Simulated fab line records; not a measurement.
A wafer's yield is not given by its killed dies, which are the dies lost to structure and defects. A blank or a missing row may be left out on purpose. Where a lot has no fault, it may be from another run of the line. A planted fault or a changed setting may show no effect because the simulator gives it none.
Split-lot experiment :: flow n5-finfet :: 21 wafers read from 7 lots, route of 1938 steps

## THE SPLIT ITSELF
At N5_MOL_CONTACT_COAG_ALD_133 (deposits SiO2, target thk 5 nm, pulse time 1 s, co reactant pulse time 1 s), the setting ald-cycles was moved away from the recipe's 35 on 4 of the 21 wafers read, by -14.3% to +5.7%. For the rest of the wafers, this setting stayed at what the recipe calls for.

The reading is taken at the split's own step.

## THE READING
SiO2_of_MOL_CONTACT_COAG_ALD_133.thk-nm (the simulator's own value, which no gauge read), in nm, at N5_MOL_CONTACT_COAG_ALD_133 (deposits SiO2, target thk 5 nm, pulse time 1 s, co reactant pulse time 1 s). There is no usual value for it anywhere in the file.

wafer: L085.1
tool, chamber at the split: ald-sin-01, 3,1
ald-cycles as run: 35
against the recipe: recipe
SiO2_of_MOL_CONTACT_COAG_ALD_133.thk-nm, nm: 5
against lot-mates on the recipe: -

wafer: L085.5
tool, chamber at the split: ald-sin-01, 3,1
ald-cycles as run: 35
against the recipe: recipe
SiO2_of_MOL_CONTACT_COAG_ALD_133.thk-nm, nm: 5
against lot-mates on the recipe: -

wafer: L085.6
tool, chamber at the split: ald-sin-01, 2
ald-cycles as run: 37
against the recipe: +5.7%
SiO2_of_MOL_CONTACT_COAG_ALD_133.thk-nm, nm: 5.4
against lot-mates on the recipe: +0.4

wafer: L086.2
tool, chamber at the split: ald-sin-02, 2,1,1
ald-cycles as run: 35
against the recipe: recipe
SiO2_of_MOL_CONTACT_COAG_ALD_133.thk-nm, nm: 5
against lot-mates on the recipe: -

wafer: L086.3
tool, chamber at the split: ald-sin-02, 2,1,1
ald-cycles as run: 35
against the recipe: recipe
SiO2_of_MOL_CONTACT_COAG_ALD_133.thk-nm, nm: 5
against lot-mates on the recipe: -

wafer: L086.6
tool, chamber at the split: ald-sin-02, 2,1,1
ald-cycles as run: 35
against the recipe: recipe
SiO2_of_MOL_CONTACT_COAG_ALD_133.thk-nm, nm: 5
against lot-mates on the recipe: -

wafer: L087.1
tool, chamber at the split: ald-sin-04, 3
ald-cycles as run: 35
against the recipe: recipe
SiO2_of_MOL_CONTACT_COAG_ALD_133.thk-nm, nm: 5
against lot-mates on the recipe: -

wafer: L087.4
tool, chamber at the split: ald-sin-04, 0,1
ald-cycles as run: 32
against the recipe: -8.6%
SiO2_of_MOL_CONTACT_COAG_ALD_133.thk-nm, nm: 4.6
against lot-mates on the recipe: -0.4

wafer: L087.5
tool, chamber at the split: ald-sin-04, 0,1
ald-cycles as run: 32
against the recipe: -8.6%
SiO2_of_MOL_CONTACT_COAG_ALD_133.thk-nm, nm: 4.6
against lot-mates on the recipe: -0.4

wafer: L089.1
tool, chamber at the split: ald-sin-02, 0,2,3
ald-cycles as run: 35
against the recipe: recipe
SiO2_of_MOL_CONTACT_COAG_ALD_133.thk-nm, nm: 5
against lot-mates on the recipe: -

wafer: L089.3
tool, chamber at the split: ald-sin-02, 0,2,3
ald-cycles as run: 35
against the recipe: recipe
SiO2_of_MOL_CONTACT_COAG_ALD_133.thk-nm, nm: 5
against lot-mates on the recipe: -

wafer: L089.5
tool, chamber at the split: ald-sin-02, 0,2,3
ald-cycles as run: 35
against the recipe: recipe
SiO2_of_MOL_CONTACT_COAG_ALD_133.thk-nm, nm: 5
against lot-mates on the recipe: -

wafer: L093.1
tool, chamber at the split: ald-sin-04, 3,1,0
ald-cycles as run: 35
against the recipe: recipe
SiO2_of_MOL_CONTACT_COAG_ALD_133.thk-nm, nm: 5
against lot-mates on the recipe: -

wafer: L093.2
tool, chamber at the split: ald-sin-04, 3,1,0
ald-cycles as run: 35
against the recipe: recipe
SiO2_of_MOL_CONTACT_COAG_ALD_133.thk-nm, nm: 5
against lot-mates on the recipe: -

wafer: L093.4
tool, chamber at the split: ald-sin-04, 3,1,0
ald-cycles as run: 35
against the recipe: recipe
SiO2_of_MOL_CONTACT_COAG_ALD_133.thk-nm, nm: 5
against lot-mates on the recipe: -

wafer: L095.1
tool, chamber at the split: ald-sin-01, 2,3,1
ald-cycles as run: 35
against the recipe: recipe
SiO2_of_MOL_CONTACT_COAG_ALD_133.thk-nm, nm: 5
against lot-mates on the recipe: -

wafer: L095.2
tool, chamber at the split: ald-sin-01, 2,3,1
ald-cycles as run: 35
against the recipe: recipe
SiO2_of_MOL_CONTACT_COAG_ALD_133.thk-nm, nm: 5
against lot-mates on the recipe: -

wafer: L095.4
tool, chamber at the split: ald-sin-01, 2,3,1
ald-cycles as run: 35
against the recipe: recipe
SiO2_of_MOL_CONTACT_COAG_ALD_133.thk-nm, nm: 5
against lot-mates on the recipe: -

wafer: L096.1
tool, chamber at the split: ald-sin-01, 3,0
ald-cycles as run: 35
against the recipe: recipe
SiO2_of_MOL_CONTACT_COAG_ALD_133.thk-nm, nm: 5
against lot-mates on the recipe: -

wafer: L096.3
tool, chamber at the split: ald-sin-01, 3,0
ald-cycles as run: 35
against the recipe: recipe
SiO2_of_MOL_CONTACT_COAG_ALD_133.thk-nm, nm: 5
against lot-mates on the recipe: -

wafer: L096.4
tool, chamber at the split: ald-sin-01, 2
ald-cycles as run: 30
against the recipe: -14.3%
SiO2_of_MOL_CONTACT_COAG_ALD_133.thk-nm, nm: 4.2
against lot-mates on the recipe: -0.8
Rows listing several chambers each stand for several wafers; the file does not say which wafer went through which chamber.

FIT RESULTS
A straight line over all 21 wafers: SiO2_of_MOL_CONTACT_COAG_ALD_133.thk-nm changes by +0.0542 nm for each +1% of ald-cycles; r = +0.99; the points scatter about the line by 0.028 nm.
The same after taking each lot's own level away (the mean of its wafers on the recipe; 21 wafers): +0.0542 nm for each +1%; r = +0.99; scatter 0.028 nm.
On that fit, the largest move of ald-cycles shifts the reading by 0.77 nm.
The lots' own levels span 5.00 to 5.00 nm.
Consequently the slope shifts little with the lot-to-lot level, the two slopes agreeing.
Check: for one of the wafers moved furthest among these (-14.3%), held out of the fit, the line's prediction against its lot-mates is -0.726 nm. It came out at -0.8 nm against them.

## THESE WAFERS: OTHER SPLITS
These wafers also went through other splits before the reading. Each is held against what the fit with the lots' levels taken away leaves over:
other split on the same wafers: N5_MOL_CONTACT_COAG_EXPOSE_37 dose-mj
wafers away from the commonest value: 10
r with SiO2_of_MOL_CONTACT_COAG_ALD_133.thk-nm (lot level and that fit taken away): -0.13

## THE FILE'S OWN FIT
SiO2_of_MOL_CONTACT_COAG_ALD_133.thk-nm changes by +0.0553 nm for each +1% of ald-cycles, r = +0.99.
